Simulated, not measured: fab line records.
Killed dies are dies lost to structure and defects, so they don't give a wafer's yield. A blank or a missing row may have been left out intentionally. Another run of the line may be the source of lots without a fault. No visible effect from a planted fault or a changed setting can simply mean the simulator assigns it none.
fab line records	flow nand-harc
[record] lots = 7	wafers = 21	last-day = 33
route steps=1302 shown A_ZERO_WELL@396 END@1302
lots with no fault: from the same line, run without faults
start-h: hours from the record's opening day to when the first of the lot's shown wafers began	wait-h: hours from the lot's prior step to this one	" as in the row above	L1.1+2: a single row standing in for several wafers	- no value, or no start given	* or withheld: withheld	< > ~ a bound
route shown NAME@n: names a module that has steps shown in the file, with the first one's number in the route	usual: average and standard deviation across the fault-free wafers	same: alike in all rows	chamber/n: place in a boat	sites: each site's reading	_std_site: standard deviation of those values	_edge_site: mean of outer sites minus mean of inner sites	radius-mm: for every site, how far away it sits from the centre of the wafer	mask NAME#n: copy n	behind: tool/chamber where the wafer was last shaped	hold: why the lot went on hold/how many hours it stayed there/how the hold came to an end	device: transistor that didn't switch, given as n, p or np	end of line: tests run on the same wafers once the route is complete	for a step that has no rows: nothing shown but its recipe	killed: at the first sort, the dies lost to defects and structure; wafer yield is something else	map: a wafer's dies, x killed, . not, _ none there
set.NAME: setting as actually run; set.NAME@STEP: the setting as run at that earlier step	model.NAME: the simulator's own value behind a step, which no gauge read
lots at selected steps of the route; one table per step, one row per wafer
services: a tool's chamber out of use, with start hour (start-h, from the record's first day; less than 0 if before it), hours out, and reason
[[steps]]
[step NHARC_A_ZERO_WELL_SOFTBAKE_05]
[recipe] temp-c = 125	time-s = 70
[step NHARC_A_ZERO_WELL_EBR_06]
[step NHARC_A_ZERO_WELL_EXPOSE_07]
[recipe] na = 0.55	dose-mj = 33.85	mask-id = A_ZERO
[step NHARC_A_ZERO_WELL_PEB_08]
[recipe] peb-temp-c = 128	peb-time-s = 80
[step NHARC_A_ZERO_WELL_DEVELOP_09]
[recipe] time-s = 50	dev-temp-c = 22
[step NHARC_A_ZERO_WELL_CD_MEAS_10]
[recipe] target-cd-nm = 2000	landing-energy-ev = 500
[usual] cd-nm = 1998.6/1.9
[same] landing-energy-ev = 500
lot.wafer	tool	chamber	start-h	wait-h	cd-nm
L252.2	cd-sem-01	0	170.86	-	1999.2
L252.3	"	0	"	"	1998.6
L252.6	"	0	"	"	2003.3
L253.1	cd-sem-02	0	176.44	-	1999.4
L253.2	"	0	"	"	2000.0
L253.4	"	0	"	"	1998.7
L254.1	cd-sem-02	0	196.26	-	2000.6
L254.2	"	0	"	"	1998.4
L254.3	"	0	"	"	1999.1
L265.1	cd-sem-01	0	300.95	-	1996.1
L265.2	"	0	"	"	1997.3
L265.6	"	0	"	"	1998.7
L267.4	cd-sem-02	0	326.80	-	2001.4
L267.5	"	0	"	"	1997.9
L267.6	"	0	"	"	1996.7
L269.1	cd-sem-02	0	332.54	-	1996.5
L269.2	"	0	"	"	1996.7
L269.4	"	0	"	"	1999.8
L270.1	cd-sem-03	0	344.95	-	1999.5
L270.3	"	0	"	"	1999.4
L270.5	"	0	"	"	1997.4
[step NHARC_A_ZERO_WELL_HARDBAKE_11]
[recipe] temp-c = 118	time-s = 65
[step NHARC_A_ZERO_WELL_DESCUM_12]
[recipe] time-s = 3	o2-flow-sccm = 200	ar-flow-sccm = 0	bias-power-w = 0	chemistry = O2
[usual] drypump-motor-current-A = 5.6/0.45	oes-product-au = 1.005/0.009	rf-vpp-V = 57.8/0.86	showerhead-plenum-p-Torr = 1.90/0.056	throttle-valve-pct = 11.310/0.0088
[same] bias-power-w = 0
lot.wafer	tool	chamber	start-h	wait-h	drypump-motor-current-A	oes-product-au	rf-hours-counter-h	rf-vpp-V	showerhead-plenum-p-Torr	throttle-valve-pct
L252.2	rie-diel-06	3	171.02	-	5.0	1.001	1	56.7	1.87	11.313
L252.3	"	0	"	"	6.0	1.009	0	57.5	1.94	11.306
L252.6	"	0	"	"	6.0	1.015	-	58.9	1.94	11.310
L253.4	rie-diel-06	0	176.60	-	6.0	1.002	1	58.4	1.94	11.305
L253.2	"	1	"	"	5.2	1.007	1	58.8	1.89	11.320
L253.1	"	3	"	"	5.1	0.994	1	56.9	1.88	11.299
L254.2	rie-diel-06	2	196.42	-	5.8	0.991	2	57.4	1.85	11.301
L254.3	"	3	"	"	5.1	1.005	2	57.5	1.87	11.302
L254.1	"	0	"	"	6.0	1.014	2	57.8	1.94	11.317
L265.2	rie-diel-08	1	301.11	-	5.7	0.996	21	58.6	1.95	11.306
L265.1	"	0	"	"	6.8	1.000	21	59.1	1.98	11.310
L265.6	"	1	"	"	5.7	0.995	-	57.3	1.95	11.300
L267.4	rie-diel-06	0	326.96	-	6.0	1.021	0	58.2	1.94	11.314
L267.5	"	2	"	"	5.8	1.022	-	57.1	1.85	11.310
L267.6	"	3	"	"	5.1	1.009	-	58.9	1.87	11.306
L269.2	rie-diel-08	0	332.69	-	6.8	0.996	26	60.2	1.98	11.291
L269.1	"	1	"	"	5.8	1.002	24	56.1	1.95	11.310
L269.4	"	3	"	"	5.4	0.995	24	57.5	1.83	11.311
L270.1	rie-diel-06	2	345.11	-	5.8	1.021	1	58.0	1.85	11.301
L270.3	"	3	"	"	5.1	1.005	1	59.8	1.87	11.320
L270.5	"	2	"	"	5.8	1.024	-	58.4	1.85	11.314
[step NHARC_A_ZERO_WELL_ETCH_19]
[recipe] target-depth-a = 800	overetch-a = 240	time-s = 87.88	ion-energy-ev = 200	n2-flow-sccm = 150	h2-flow-sccm = 150	ar-flow-sccm = 0	rf-w = 400	bias-w = 150	chemistry = N2/H2
[usual] drypump-motor-current-A = 5.6/0.47	oes-product-au = 1.006/0.01	rf-vpp-V = 430.2/2	showerhead-plenum-p-Torr = 2.03/0.061	throttle-valve-pct = 14.171/0.009
lot.wafer	tool	chamber	start-h	wait-h	drypump-motor-current-A	oes-product-au	rf-hours-counter-h	rf-vpp-V	showerhead-plenum-p-Torr	throttle-valve-pct
L252.3	rie-diel-06	1	171.11	0.1	5.2	1.013	1	428.3	2.02	14.178
L252.2	"	3	"	"	5.1	1.007	1	429.6	2.00	14.175
L252.6	"	1	"	"	5.2	1.011	-	429.4	2.02	14.178
L253.2	rie-diel-06	2	176.69	0.1	5.8	0.999	1	429.0	1.97	14.177
L253.4	"	3	"	"	5.1	1.004	1	429.6	2.00	14.164
L253.1	"	0	"	"	6.0	1.000	1	432.1	2.07	14.182
L254.2	rie-diel-06	3	196.51	0.1	5.1	1.016	2	429.4	2.00	14.192
L254.3	"	0	"	"	6.0	1.017	2	431.2	2.07	14.160
L254.1	"	2	"	"	5.8	0.997	2	429.6	1.97	14.167
L265.1	rie-diel-08	0	301.20	0.1	6.8	1.002	21	431.9	2.11	14.151
L265.2	"	1	"	"	5.8	0.992	21	432.8	2.08	14.161
L265.6	"	0	"	"	6.8	0.993	-	431.0	2.11	14.176
L267.4	rie-diel-06	2	327.05	0.1	5.8	1.017	0	426.0	1.97	14.167
L267.6	"	3	"	"	5.1	0.996	-	429.9	2.00	14.166
L267.5	"	0	"	"	6.0	1.003	-	431.4	2.07	14.182
L269.4	rie-diel-08	2	332.79	0.1	5.4	1.007	24	427.9	1.97	14.167
L269.1	"	3	"	"	5.3	1.010	24	429.0	1.94	14.180
L269.2	"	0	"	"	6.8	1.002	26	432.0	2.11	14.165
L270.1	rie-diel-06	1	345.20	0.1	5.2	0.985	1	429.3	2.01	14.174
L270.3	"	3	"	"	5.1	1.005	1	429.0	2.00	14.172
L270.5	"	1	"	"	5.2	0.990	-	430.0	2.01	14.171
[step NHARC_A_ZERO_WELL_ETCH_13]
[recipe] target-depth-a = 1200	time-s = 40.1	hbr-flow-sccm = 150	cl2-flow-sccm = 50	rf-w = 400	icp-w = 400	bias-w = 100	chemistry = HBr/Cl2
[usual] drypump-motor-current-A = 6.0/0.43	he-backside-leak-sccm = 2.66/0.24	oes-product-au = 0.999/0.0094	throttle-valve-pct = 26.406/0.0082
lot.wafer	tool	chamber	start-h	wait-h	drypump-motor-current-A	he-backside-leak-sccm	oes-product-au	rf-hours-counter-h	throttle-valve-pct
L252.2	rie-si-06	0	171.26	-	6.6	3.20	0.996	0.59	26.399
L252.3	"	2	"	"	6.5	2.79	1.012	0.62	26.397
L252.6	"	3	"	"	5.2	3.01	0.997	-	26.394
L253.1	rie-si-01	2	176.80	-	5.5	2.65	0.982	0.81	26.410
L253.4	"	0	"	"	6.1	2.36	1.006	1.15	26.405
L253.2	"	1	"	"	6.5	2.58	0.985	1.06	26.425
L254.2	rie-si-05	0	196.62	-	5.9	2.30	1.004	0.33	26.399
L254.3	"	1	"	"	6.0	3.05	0.986	0.45	26.387
L254.1	"	3	"	"	6.6	2.65	1.003	0.36	26.408
L265.1	rie-si-05	2	301.34	-	5.4	2.78	0.990	1.16	26.399
L265.2	"	3	"	"	6.6	2.73	1.000	1.05	26.411
L265.6	"	1	"	"	6.0	2.85	0.995	-	26.398
L267.4	rie-si-05	2	327.16	-	5.4	2.74	1.003	0.10	26.403
L267.6	"	1	"	"	6.0	2.76	1.006	-	26.407
L267.5	"	2	"	"	5.4	2.76	0.989	-	26.403
L269.2	rie-si-05	1	332.90	-	6.0	2.85	1.012	0.13	26.413
L269.1	"	2	"	"	5.4	2.82	1.012	0.17	26.417
L269.4	"	0	"	"	5.9	2.38	1.022	0.14	26.399
L270.1	rie-si-06	2	345.31	-	6.5	2.85	0.990	0.47	26.418
L270.3	"	0	"	"	6.6	2.93	0.987	0.70	26.410
L270.5	"	3	"	"	5.2	2.89	0.986	-	26.400
[step NHARC_A_ZERO_WELL_STRIP_14]
[recipe] time-s = 900	temp-c = 130	chemistry = SPM
[step NHARC_A_ZERO_WELL_IMPLANT_15]
[recipe] energy-kev = 150	dose-cm2 = 1e+13	tilt-deg = 7
[usual] faraday-current-uA = 126.8/2.4
lot.wafer	tool	chamber	start-h	wait-h	faraday-current-uA
L252.2	implanter-01	0	171.83	0.1	128.0
L252.3	"	0	"	"	124.8
L252.6	"	0	"	"	129.6
L252.2	implanter-01	0	172.22	0.4	126.9
L252.3	"	0	"	"	127.5
L252.6	"	0	"	"	123.9
L253.1	implanter-01	0	177.36	0.1	125.2
L253.2	"	0	"	"	124.0
L253.4	"	0	"	"	124.1
L253.1	implanter-01	0	177.76	0.4	130.6
L253.2	"	0	"	"	124.2
L253.4	"	0	"	"	128.5
L254.1	implanter-01	0	197.18	0.1	121.1
L254.2	"	0	"	"	130.0
L254.3	"	0	"	"	125.9
L254.1	implanter-01	0	197.57	0.4	133.3
L254.2	"	0	"	"	127.3
L254.3	"	0	"	"	131.0
L265.1	implanter-01	0	301.86	0.1	125.1
L265.2	"	0	"	"	124.6
L265.6	"	0	"	"	130.5
L267.4	implanter-02	0	327.79	0.1	127.4
L267.5	"	0	"	"	125.7
L267.6	"	0	"	"	128.6
L269.1	implanter-02	0	333.58	0.2	121.3
L269.2	"	0	"	"	127.4
L269.4	"	0	"	"	124.9
L270.1	implanter-02	0	345.86	0.1	128.3
L270.3	"	0	"	"	125.1
L270.5	"	0	"	"	126.8
[step NHARC_A_ZERO_WELL_PRECLEAN_22]
[recipe] time-s = 60	temp-c = 50	bath-age-min = 0	chemistry = SC1
[step NHARC_END_SORT_01]
[recipe] temp-c = 25
[usual] killed-at-array = 57/20	killed-at-other = 1.0/1.5	killed-at-periphery = 3.5/2.5	killed-dies = 62/21	killed-open = 3.5/1.9	killed-short = 2.4/1.6
[same] gross-dies = 677
lot.wafer	tool	chamber	start-h	wait-h	killed-at-array	killed-at-other	killed-at-periphery	killed-dies	killed-open	killed-short
L252.2	prober-02	0	591.04	2.8	70	1	3	74	3	1
L252.3	prober-02	0	591.84	3.1	83	1	4	88	4	3
L252.6	prober-02	0	594.25	4.0	77	0	8	85	2	3
L254.1	prober-02	0	626.62	2.5	74	0	2	76	1	3
L254.2	prober-02	0	627.40	2.8	66	3	3	72	2	3
L254.3	prober-02	0	628.19	3.1	58	1	3	62	3	2
L265.1	prober-01	0	708.65	2.5	32	0	1	33	1	1
L265.2	prober-01	0	709.46	2.8	31	0	3	34	2	3
L265.6	prober-01	0	712.70	4.0	28	0	3	31	2	1
L270.1	prober-02	0	779.37	2.5	34	0	11	45	6	4
L270.3	prober-02	0	780.99	3.1	35	0	13	48	7	1
L270.5	prober-02	0	782.61	3.7	49	2	5	56	5	5
// killed by level:class
L252.2 A_CHANNEL_HOLE_D2:chamber-film-flake=32 A_SLIT:chamber-film-flake=24 P_CONTACT:chamber-film-flake=3 A_CONTACT:chamber-film-flake=3 A_CHANNEL_FILL_D2:chamber-film-flake=2 A_CHANNEL_FILL_D1:geometric-particle:short=1 A_CHANNEL_FILL_D1:geometric-particle:open=1 A_DECK1_JOINT:geometric-particle:open=1
L252.3 A_SLIT:chamber-film-flake=32 A_CHANNEL_HOLE_D2:chamber-film-flake=32 A_STAIRCASE:chamber-film-flake=6 P_CONTACT:chamber-film-flake=3 A_CHANNEL_FILL_D2:chamber-film-flake=3 A_CHANNEL_FILL_D1:chamber-film-flake=2 A_CONTACT:chamber-film-flake=2 P_CONTACT:geometric-particle:open=1
L252.6 A_SLIT:chamber-film-flake=31 A_CHANNEL_HOLE_D2:chamber-film-flake=29 P_CONTACT:chamber-film-flake=5 A_DECK1_JOINT:chamber-film-flake=3 A_CHANNEL_FILL_D2:chamber-film-flake=3 A_STAIRCASE:chamber-film-flake=3 A_CHANNEL_FILL_D2:geometric-particle:open=2 A_CONTACT:chamber-film-flake=2
L254.1 A_CHANNEL_HOLE_D2:chamber-film-flake=36 A_SLIT:chamber-film-flake=24 A_CHANNEL_HOLE_D1:chamber-film-flake=4 A_DECK1_JOINT:chamber-film-flake=2 A_CONTACT:chamber-film-flake=2 A_SOURCE_PLATE:geometric-particle:short=1 A_CHANNEL_HOLE_D1:geometric-particle:short=1 A_WL_FILL:geometric-particle:short=1
L254.2 A_CHANNEL_HOLE_D2:chamber-film-flake=28 A_SLIT:chamber-film-flake=26 A_CONTACT:chamber-film-flake=5 THIN_TSV:chamber-film-flake=3 A_CHANNEL_HOLE_D1:chamber-film-flake=2 P_GATE:geometric-particle:short=1 P_GATE:geometric-particle:open=1 A_CHANNEL_FILL_D1:geometric-particle:short=1
L254.3 A_CHANNEL_HOLE_D2:chamber-film-flake=24 A_SLIT:chamber-film-flake=22 A_CONTACT:chamber-film-flake=4 A_WL_FILL:geometric-particle:short=2 P_CONTACT:chamber-film-flake=2 P_CONTACT:geometric-particle:open=1 A_ONON_D2:geometric-particle:open=1 A_CONTACT:geometric-particle:open=1
L265.1 A_CHANNEL_HOLE_D1:chamber-film-flake=10 A_CONTACT:chamber-film-flake=10 A_CHANNEL_HOLE_D2:chamber-film-flake=4 A_SLIT:chamber-film-flake=4 A_ONON_D2:geometric-particle:open=1 A_WL_FILL:geometric-particle:short=1 P_ZERO_WELL:chamber-film-flake=1 A_WL_FILL:chamber-film-flake=1
L265.2 A_CHANNEL_HOLE_D1:chamber-film-flake=9 A_CONTACT:chamber-film-flake=6 A_SLIT:chamber-film-flake=5 P_M1:geometric-particle:short=2 A_CHANNEL_HOLE_D2:chamber-film-flake=2 A_ONON_D1:geometric-particle:short=1 A_CHANNEL_HOLE_D1:geometric-particle:open=1 A_CHANNEL_FILL_D1:geometric-particle:open=1
L265.6 A_CONTACT:chamber-film-flake=11 A_CHANNEL_HOLE_D1:chamber-film-flake=7 A_M1:geometric-particle:open=2 P_CONTACT:chamber-film-flake=2 A_SLIT:chamber-film-flake=2 A_BONDPAD:chamber-film-flake=2 A_ONON_D1:geometric-particle:short=1 P_ZERO_WELL:chamber-film-flake=1
L270.1 A_CONTACT:chamber-film-flake=11 A_SLIT:chamber-film-flake=4 P_CONTACT:chamber-film-flake=3 P_ZERO_WELL:chamber-film-flake=2 P_STI:chamber-film-flake=2 P_M1:chamber-film-flake=2 A_CHANNEL_HOLE_D1:unspecified=2 A_CHANNEL_HOLE_D1:chamber-film-flake=2
L270.3 A_CONTACT:chamber-film-flake=12 A_SLIT:chamber-film-flake=9 P_ZERO_WELL:chamber-film-flake=4 A_CHANNEL_FILL_D1:chamber-film-flake=4 P_STI:chamber-film-flake=3 P_GATE:chamber-film-flake=3 A_WL_FILL:geometric-particle:open=2 A_CONTACT:geometric-particle:open=2
L270.5 A_SLIT:chamber-film-flake=13 A_CONTACT:chamber-film-flake=13 A_CHANNEL_FILL_D2:geometric-particle:short=4 P_CONTACT:chamber-film-flake=4 A_CHANNEL_FILL_D1:chamber-film-flake=4 A_STAIRCASE:chamber-film-flake=4 A_CHANNEL_HOLE_D1:unspecified=3 A_ONON_D1:geometric-particle:open=2
[[services]]
tool	chamber	start-h	hours	kind
rie-si-01	3	155.68	13.9	repair
rie-diel-06	0	163.70	-	clean
rie-diel-06	1	163.70	-	clean
rie-diel-06	2	163.70	-	clean
rie-diel-06	3	163.70	-	clean
rie-diel-06	2	169.34	2.5	repair
rie-diel-06	0	188.20	-	clean
rie-diel-06	1	188.20	-	clean
rie-diel-08	-	190.80	9.0	pm
rie-si-01	-	193.00	9.0	pm
rie-diel-06	3	220.49	91.7	repair
rie-si-06	1	226.03	4.0	repair
rie-si-05	1	227.42	7.9	repair
rie-diel-08	3	229.06	4.1	repair
rie-si-06	-	249.00	9.0	pm
rie-diel-06	2	261.20	4.6	repair
rie-si-05	-	305.00	9.0	pm
rie-diel-06	-	307.20	9.0	pm
implanter-02	-	310.18	7.7	repair
rie-si-01	-	313.33	2.7	repair
rie-diel-08	1	320.05	12.0	repair
rie-diel-08	0	323.71	1.2	repair
implanter-01	-	327.00	13.0	pm
rie-diel-06	0	331.49	2.1	repair
[[key]]
[first-sign] step = NHARC_A_ZERO_WELL_IMPLANT_15	reading = visit	direction = added
effect none on later readings
met-at NHARC_A_ZERO_WELL_IMPLANT_15
struck-wafers L252.2,L252.3,L252.6,L253.1,L253.2,L253.4,L254.1,L254.2,L254.3
tester-left-out L252,L253,L254
[fault] kind = repeated-step-whole	tool = implanter-01,implanter-02	chamber = -	onset-h = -	steps = NHARC_A_ZERO_WELL_IMPLANT_15	times = 1	scope = struck-lots-only
// tester-left-out: of these lots the tester's yield and bins aren't shown, on N5 and GAA mostly nor the transistor test; their killed dies are dies lost to structure and defects alone, not to doping, threshold or leakage, so they don't give the yield
